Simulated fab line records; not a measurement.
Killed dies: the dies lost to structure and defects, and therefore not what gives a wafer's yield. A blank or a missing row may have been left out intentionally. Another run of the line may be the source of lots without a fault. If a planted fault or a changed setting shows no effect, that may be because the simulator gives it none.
Chamber matching :: flow nand_harc :: rie_diel-05 running NHARC_A_STAIRCASE_ETCH_253: 4 sister chambers
The step etches the open film in C4F8/O2, target depth 50 nm, time 20.2 s. 16 wafers are shown with their chamber, then 8 later ones without.

## WAFERS, EACH WITH ITS CHAMBER
wafer: L076.1
chamber: 1
rf_vpp_V (V): 896
oes_product_au (a.u.): 0.915

wafer: L076.2
chamber: 3
rf_vpp_V (V): 905
oes_product_au (a.u.): 0.910

wafer: L076.4
chamber: 0
rf_vpp_V (V): 890
oes_product_au (a.u.): 0.908

wafer: L077.1
chamber: 2
rf_vpp_V (V): 902
oes_product_au (a.u.): 0.983

wafer: L077.4
chamber: 0
rf_vpp_V (V): 890
oes_product_au (a.u.): 0.950

wafer: L077.6
chamber: 1
rf_vpp_V (V): 895
oes_product_au (a.u.): 0.985

wafer: L077.2
chamber: 3
rf_vpp_V (V): 905
oes_product_au (a.u.): 0.959

wafer: L077.3
chamber: 1
rf_vpp_V (V): 894
oes_product_au (a.u.): 0.995

wafer: L077.5
chamber: 0
rf_vpp_V (V): 890
oes_product_au (a.u.): 0.948

wafer: L082.3
chamber: 1
rf_vpp_V (V): 895
oes_product_au (a.u.): 0.941

wafer: L082.4
chamber: 2
rf_vpp_V (V): 900
oes_product_au (a.u.): 0.931

wafer: L082.6
chamber: 1
rf_vpp_V (V): 894
oes_product_au (a.u.): 0.935

wafer: L083.2
chamber: 3
rf_vpp_V (V): 904
oes_product_au (a.u.): 0.958

wafer: L083.5
chamber: 0
rf_vpp_V (V): 891
oes_product_au (a.u.): 0.966

wafer: L083.6
chamber: 1
rf_vpp_V (V): 894
oes_product_au (a.u.): 0.992

wafer: L087.2
chamber: 2
rf_vpp_V (V): 901
oes_product_au (a.u.): 0.942

SIGNATURES, as means of the wafers listed above
reading: rf_vpp_V
chamber 0: 890.25
chamber 1: 894.67
chamber 2: 901.00
chamber 3: 904.67
scatter within a chamber: 0.75

reading: oes_product_au
chamber 0: 0.94300
chamber 1: 0.96050
chamber 2: 0.95200
chamber 3: 0.94233
scatter within a chamber: 0.03
Rule: distance of a wafer from a chamber = root of the sum over the readings of ((wafer's reading minus chamber's mean) / reading's scatter) squared. The wafer belongs to the nearest chamber; if the next one is less than 2 further off, it can't be placed. The scatter: take each reading less its chamber's mean, square it, sum over the shown wafers, divide by the number of wafers less the number of chambers, and take the root.

## WAFERS MISSING THEIR CHAMBER
wafer: L087.3
rf_vpp_V (V): 890
oes_product_au (a.u.): 0.903

wafer: L087.4
rf_vpp_V (V): 896
oes_product_au (a.u.): 0.938

wafer: L087.1
rf_vpp_V (V): 904
oes_product_au (a.u.): 0.924

wafer: L087.5
rf_vpp_V (V): 893
oes_product_au (a.u.): 0.935

wafer: L087.6
rf_vpp_V (V): 890
oes_product_au (a.u.): 0.918

wafer: L089.2
rf_vpp_V (V): 902
oes_product_au (a.u.): 0.962

wafer: L089.3
rf_vpp_V (V): 893
oes_product_au (a.u.): 0.971

wafer: L089.6
rf_vpp_V (V): 902
oes_product_au (a.u.): 0.972

## WHICH CHAMBER EACH WENT THROUGH
wafer: L087.3
from the rows above: 0
in truth: 0

wafer: L087.4
from the rows above: 1
in truth: 1

wafer: L087.1
from the rows above: 3
in truth: 3

wafer: L087.5
from the rows above: can't be placed: 1 or 0
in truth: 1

wafer: L087.6
from the rows above: 0
in truth: 0

wafer: L089.2
from the rows above: 2
in truth: 2

wafer: L089.3
from the rows above: can't be placed: 1 or 0
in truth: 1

wafer: L089.6
from the rows above: 2
in truth: 2
Placed correctly: 6 of 8. Unplaceable from these rows: 2, with the true chamber sitting among the candidates in 2. 0 placed wrongly.
